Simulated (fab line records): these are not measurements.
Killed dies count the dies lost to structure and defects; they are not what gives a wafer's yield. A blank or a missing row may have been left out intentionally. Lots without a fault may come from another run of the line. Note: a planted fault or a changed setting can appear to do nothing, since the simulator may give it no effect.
Lot-split experiment ; flow n5_finfet ; on a route of 1938 steps: 7 lots, 21 wafers read

THE SPLIT ITSELF
At N5_BEOL_M2_ILD_DEP_00 (deposits SiOC from DEMS/O2, target thk 79 nm, time 15.3 s), the setting time_s was moved away from the recipe's 15.3 s on 3 of the 21 wafers read, by -6.1% to +14.2%. All remaining wafers had this setting at the recipe value.

No step appears in the file between the split and the reading.

THE READING
M2_ILD_THK at N5_BEOL_M2_THK_MEAS_01, in nm. Typical for fault-free wafers on this fab line: 79.0 nm, with standard deviation 1 nm.

wafer;tool, chamber at the split;time_s as run, s;against the recipe;M2_ILD_THK, nm;against lot-mates on the recipe
L074.2;pecvd-02, 2;15.3;recipe;77.9;-
L074.4;pecvd-02, 1,0;15.3;recipe;79.0;-
L074.6;pecvd-02, 1,0;15.3;recipe;79.1;-
L076.1;pecvd-03, 1;15.3;recipe;78.4;-
L076.4;pecvd-03, 1;15.3;recipe;79.3;-
L076.6;pecvd-03, 0;15.3;recipe;79.1;-
L080.1;pecvd-03, 2;15.3;recipe;78.2;-
L080.4;pecvd-03, 0;15.3;recipe;78.7;-
L080.5;pecvd-03, 1;16.69;+9.1%;86.2;+7.8
L083.1;pecvd-02, 0;15.3;recipe;77.9;-
L083.3;pecvd-02, 1;17.48;+14.2%;87.6;+9.2
L083.5;pecvd-02, 2;15.3;recipe;78.9;-
L089.1;pecvd-02, 2;15.3;recipe;78.6;-
L089.3;pecvd-02, 1;15.3;recipe;78.2;-
L089.5;pecvd-02, 0;14.37;-6.1%;75.1;-3.3
L096.3;pecvd-03, 1;15.3;recipe;79.4;-
L096.5;pecvd-03, 1;15.3;recipe;79.6;-
L096.6;pecvd-03, 2;15.3;recipe;79.8;-
L097.1;pecvd-03, 0,1;15.3;recipe;78.5;-
L097.2;pecvd-03, 0,1;15.3;recipe;78.6;-
L097.5;pecvd-03, 0;15.3;recipe;79.8;-
Rows listing several chambers each stand for several wafers; the file does not say which wafer went through which chamber.

FIT RESULTS
A straight line over all 21 wafers: M2_ILD_THK changes by +0.663 nm for each +1% of time_s; r = +0.97; the points scatter about the line by 0.67 nm.
The same after taking each lot's own level away (the mean of its wafers on the recipe; 21 wafers): +0.682 nm for each +1%; r = +0.98; scatter 0.58 nm.
On that fit, the largest move of time_s shifts the reading by 9.7 nm.
Measured against the standard deviation above, the lots' own levels, which go from 78.40 to 79.60 nm, span 1.2 times it.
Hence the lot-to-lot level has little effect on the slope; both slopes agree.
Check: for one of the wafers moved furthest among these (+14.2%), held out of the fit, the line's prediction against its lot-mates is +10.9 nm. It came out at +9.2 nm against them.

OTHER SPLITS APPLIED TO THESE WAFERS
These wafers also went through other splits before the reading. Each is held against what the fit with the lots' levels taken away leaves over:
other split on the same wafers;wafers away from the commonest value;r with M2_ILD_THK (lot level and that fit taken away)
N5_BEOL_M0_SAQP_PECVD_03 time_s;5;-0.21
N5_BEOL_M0_ETCH_109 bias_w;5;-0.22
N5_BEOL_M1_ILD_DEP_00 time_s;4;-0.12
N5_BEOL_M1_EXPOSE_08 dose_mj;5;+0.08

THE WHOLE CHAIN: every reading that the file lists as answering this split, in the file's order
step;what it does;reading;change (the file's fit);r (the file's)
N5_BEOL_M2_ILD_DEP_00;deposits SiOC from DEMS/O2, target thk 79 nm, time 15.3 s;SiOC_of_BEOL_M2_ILD_DEP_00.thk_nm (the simulator's own value, which no gauge read);+0.687 nm for each +1% of the setting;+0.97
N5_BEOL_M2_THK_MEAS_01;;M2_ILD_THK;+0.686 for each +1% of the setting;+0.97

THE FILE'S OWN FIT
M2_ILD_THK changes by +0.686 nm for each +1% of time_s, r = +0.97.
